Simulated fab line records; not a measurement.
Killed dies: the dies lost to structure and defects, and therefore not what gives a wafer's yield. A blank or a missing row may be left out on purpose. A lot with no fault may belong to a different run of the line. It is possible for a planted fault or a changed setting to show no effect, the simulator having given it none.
Which tool did it? || flow n5 finfet || Sampling: 10 lots, 29 wafers, 3 of 1938 route steps

## WHAT THE GAUGES READ, wafer by wafer
N5_BEOL_M12_OVL_MEAS_11. Usual: V11_OVL -4 nm, standard deviation 5.5.
{"lot": "L553", "measured": "day 11 03:59", "on": "overlay-02", "V11_OVL (nm)": "-3 -8 -4", "flag": ""}
{"lot": "L556", "measured": "day 11 21:53", "on": "overlay-02", "V11_OVL (nm)": "3 3 -2", "flag": ""}
{"lot": "L557", "measured": "day 11 22:33", "on": "overlay-01", "V11_OVL (nm)": "-13 -7 -11", "flag": ""}
{"lot": "L559", "measured": "day 12 16:32", "on": "overlay-02", "V11_OVL (nm)": "4 -5 -9", "flag": ""}
{"lot": "L566", "measured": "day 14 11:33", "on": "overlay-02", "V11_OVL (nm)": "-8 -13 -12", "flag": ""}
{"lot": "L565", "measured": "day 14 12:34", "on": "overlay-02", "V11_OVL (nm)": "-7 -3 -15", "flag": ""}
{"lot": "L570", "measured": "day 15 14:55", "on": "overlay-01", "V11_OVL (nm)": "-4 -3", "flag": ""}
{"lot": "L572", "measured": "day 15 23:59", "on": "overlay-01", "V11_OVL (nm)": "-4 -6 2", "flag": ""}
{"lot": "L575", "measured": "day 16 13:16", "on": "overlay-02", "V11_OVL (nm)": "-9 -9 -12", "flag": ""}
{"lot": "L574", "measured": "day 16 13:55", "on": "overlay-02", "V11_OVL (nm)": "-4 -6 -1", "flag": ""}

## WHICH TOOL RAN EACH LOT (tool, then ch and the chambers of the sampled wafers, then the start)
{"lot": "L553", "N5_BEOL_M11_STRIP_36": "rie diel-06 ch 0,2,3, day 11 00:20", "N5_BEOL_M12_COAT_04": "litho track-05 ch 0, day 11 03:34"}
{"lot": "L556", "N5_BEOL_M11_STRIP_36": "rie diel-03 ch 1,2,3, day 11 18:29", "N5_BEOL_M12_COAT_04": "litho track-05 ch 0, day 11 21:35"}
{"lot": "L557", "N5_BEOL_M11_STRIP_36": "rie diel-06 ch 0,3, day 11 18:58", "N5_BEOL_M12_COAT_04": "litho track-03 ch 0, day 11 22:15"}
{"lot": "L559", "N5_BEOL_M11_STRIP_36": "rie diel-06 ch 0,3, day 12 11:40", "N5_BEOL_M12_COAT_04": "litho track-05 ch 0, day 12 16:07"}
{"lot": "L566", "N5_BEOL_M11_STRIP_36": "rie diel-03 ch 1,2, day 14 08:25", "N5_BEOL_M12_COAT_04": "litho track-01 ch 0, day 14 11:13"}
{"lot": "L565", "N5_BEOL_M11_STRIP_36": "rie diel-06 ch 1,2,3, day 14 08:51", "N5_BEOL_M12_COAT_04": "litho track-03 ch 0, day 14 12:09"}
{"lot": "L570", "N5_BEOL_M11_STRIP_36": "rie diel-03 ch 0,3, day 15 10:08", "N5_BEOL_M12_COAT_04": "litho track-05 ch 0, day 15 14:37"}
{"lot": "L572", "N5_BEOL_M11_STRIP_36": "rie diel-02 ch 0,1, day 15 20:54", "N5_BEOL_M12_COAT_04": "litho track-05 ch 0, day 15 23:34"}
{"lot": "L575", "N5_BEOL_M11_STRIP_36": "rie diel-02 ch 0,1,3, day 16 10:13", "N5_BEOL_M12_COAT_04": "litho track-05 ch 0, day 16 12:58"}
{"lot": "L574", "N5_BEOL_M11_STRIP_36": "rie diel-03 ch 0,1,3, day 16 10:28", "N5_BEOL_M12_COAT_04": "litho track-05 ch 0, day 16 13:29"}
- N5_BEOL_M11_STRIP_36: strips in N2/H2.
- N5_BEOL_M12_COAT_04: resist thk 400 nm.

## WHAT THE TOOLS THEMSELVES READ (means of the sampled wafers that have a number; where no wafer has one, the mark that the record gives instead)
N5_BEOL_M11_STRIP_36. Usual: drypump motor current A 5.9 A, standard deviation 0.46; n2 flow sccm 200.1 sccm, standard deviation 0.6; oes product au 0.82 a.u., standard deviation 0.08; rf vpp V 59.2 V, standard deviation 1.7; showerhead plenum p Torr 2.53 Torr, standard deviation 0.08; throttle valve pct 23.4 %, standard deviation 0.42.
{"lot": "L553", "tool": "rie diel-06", "drypump motor current A (A)": 5.6, "n2 flow sccm (sccm)": 200.5, "oes product au (a.u.)": 0.82, "rf vpp V (V)": 58.0, "showerhead plenum p Torr (Torr)": 2.60, "throttle valve pct (%)": 23.7, "flag": ""}
{"lot": "L556", "tool": "rie diel-03", "drypump motor current A (A)": 6.0, "n2 flow sccm (sccm)": 199.6, "oes product au (a.u.)": 0.76, "rf vpp V (V)": 58.6, "showerhead plenum p Torr (Torr)": 2.52, "throttle valve pct (%)": 23.4, "flag": ""}
{"lot": "L557", "tool": "rie diel-06", "drypump motor current A (A)": 5.6, "n2 flow sccm (sccm)": 200.5, "oes product au (a.u.)": 0.85, "rf vpp V (V)": 60.0, "showerhead plenum p Torr (Torr)": 2.64, "throttle valve pct (%)": 23.3, "flag": ""}
{"lot": "L559", "tool": "rie diel-06", "drypump motor current A (A)": 5.6, "n2 flow sccm (sccm)": 199.5, "oes product au (a.u.)": 0.85, "rf vpp V (V)": 60.0, "showerhead plenum p Torr (Torr)": 2.64, "throttle valve pct (%)": 23.3, "flag": ""}
{"lot": "L566", "tool": "rie diel-03", "drypump motor current A (A)": 6.3, "n2 flow sccm (sccm)": 200.2, "oes product au (a.u.)": 0.83, "rf vpp V (V)": 58.8, "showerhead plenum p Torr (Torr)": 2.49, "throttle valve pct (%)": 23.0, "flag": ""}
{"lot": "L565", "tool": "rie diel-06", "drypump motor current A (A)": 5.4, "n2 flow sccm (sccm)": 199.7, "oes product au (a.u.)": 0.81, "rf vpp V (V)": 60.4, "showerhead plenum p Torr (Torr)": 2.56, "throttle valve pct (%)": 23.7, "flag": ""}
{"lot": "L570", "tool": "rie diel-03", "drypump motor current A (A)": 6.0, "n2 flow sccm (sccm)": 201.0, "oes product au (a.u.)": 0.91, "rf vpp V (V)": 60.1, "showerhead plenum p Torr (Torr)": 2.54, "throttle valve pct (%)": 23.4, "flag": ""}
{"lot": "L572", "tool": "rie diel-02", "drypump motor current A (A)": 6.4, "n2 flow sccm (sccm)": 199.8, "oes product au (a.u.)": 0.88, "rf vpp V (V)": 58.8, "showerhead plenum p Torr (Torr)": 2.56, "throttle valve pct (%)": 23.0, "flag": ""}
{"lot": "L575", "tool": "rie diel-02", "drypump motor current A (A)": 6.1, "n2 flow sccm (sccm)": 199.8, "oes product au (a.u.)": 0.81, "rf vpp V (V)": 60.4, "showerhead plenum p Torr (Torr)": 2.52, "throttle valve pct (%)": 23.2, "flag": ""}
{"lot": "L574", "tool": "rie diel-03", "drypump motor current A (A)": 5.9, "n2 flow sccm (sccm)": 199.9, "oes product au (a.u.)": 0.83, "rf vpp V (V)": 58.4, "showerhead plenum p Torr (Torr)": 2.48, "throttle valve pct (%)": 23.5, "flag": ""}

N5_BEOL_M12_COAT_04. Usual: dispense pressure kPa 53.5 kPa, standard deviation 1.8; spin speed rpm 1625.2 rpm, standard deviation 1.1.
{"lot": "L553", "tool": "litho track-05", "dispense pressure kPa (kPa)": 55.7, "spin speed rpm (rpm)": 1625.0, "flag": ""}
{"lot": "L556", "tool": "litho track-05", "dispense pressure kPa (kPa)": 55.7, "spin speed rpm (rpm)": 1861.9, "flag": "OFF"}
{"lot": "L557", "tool": "litho track-03", "dispense pressure kPa (kPa)": 52.7, "spin speed rpm (rpm)": 1625.1, "flag": ""}
{"lot": "L559", "tool": "litho track-05", "dispense pressure kPa (kPa)": 55.7, "spin speed rpm (rpm)": 1862.7, "flag": "OFF"}
{"lot": "L566", "tool": "litho track-01", "dispense pressure kPa (kPa)": 51.0, "spin speed rpm (rpm)": 1625.1, "flag": ""}
{"lot": "L565", "tool": "litho track-03", "dispense pressure kPa (kPa)": 52.7, "spin speed rpm (rpm)": 1625.5, "flag": ""}
{"lot": "L570", "tool": "litho track-05", "dispense pressure kPa (kPa)": 55.7, "spin speed rpm (rpm)": 1625.5, "flag": ""}
{"lot": "L572", "tool": "litho track-05", "dispense pressure kPa (kPa)": 55.7, "spin speed rpm (rpm)": 1624.3, "flag": ""}
{"lot": "L575", "tool": "litho track-05", "dispense pressure kPa (kPa)": 55.7, "spin speed rpm (rpm)": 1626.6, "flag": ""}
{"lot": "L574", "tool": "litho track-05", "dispense pressure kPa (kPa)": 55.7, "spin speed rpm (rpm)": 1624.1, "flag": ""}

## THE ANSWER, worked out from the rows above alone
Rule: lot off if the mean of its wafers having a number is beyond 3 standard deviations from the usual mean. Also off: a lot with no number at a reading for which 4 or more lots have one. Where the step has rows for the other lots, those lots are counted as sound. After the gauges, taken in route order, come the tools' own readings; for these a lot's mean is taken, as printed above. At the first step where some lot is off, the reading lying furthest off is the one used; lots without a number count as furthest.
Off, at N5_BEOL_M12_COAT_04 on spin speed rpm: L556, L559.
If a tool, at that step or one of the process steps before it, ran each lot that is off and ran no sound lot following the first of them, it fits. None of those tried fits.

## WHAT THE SIMULATOR HAD PUT IN
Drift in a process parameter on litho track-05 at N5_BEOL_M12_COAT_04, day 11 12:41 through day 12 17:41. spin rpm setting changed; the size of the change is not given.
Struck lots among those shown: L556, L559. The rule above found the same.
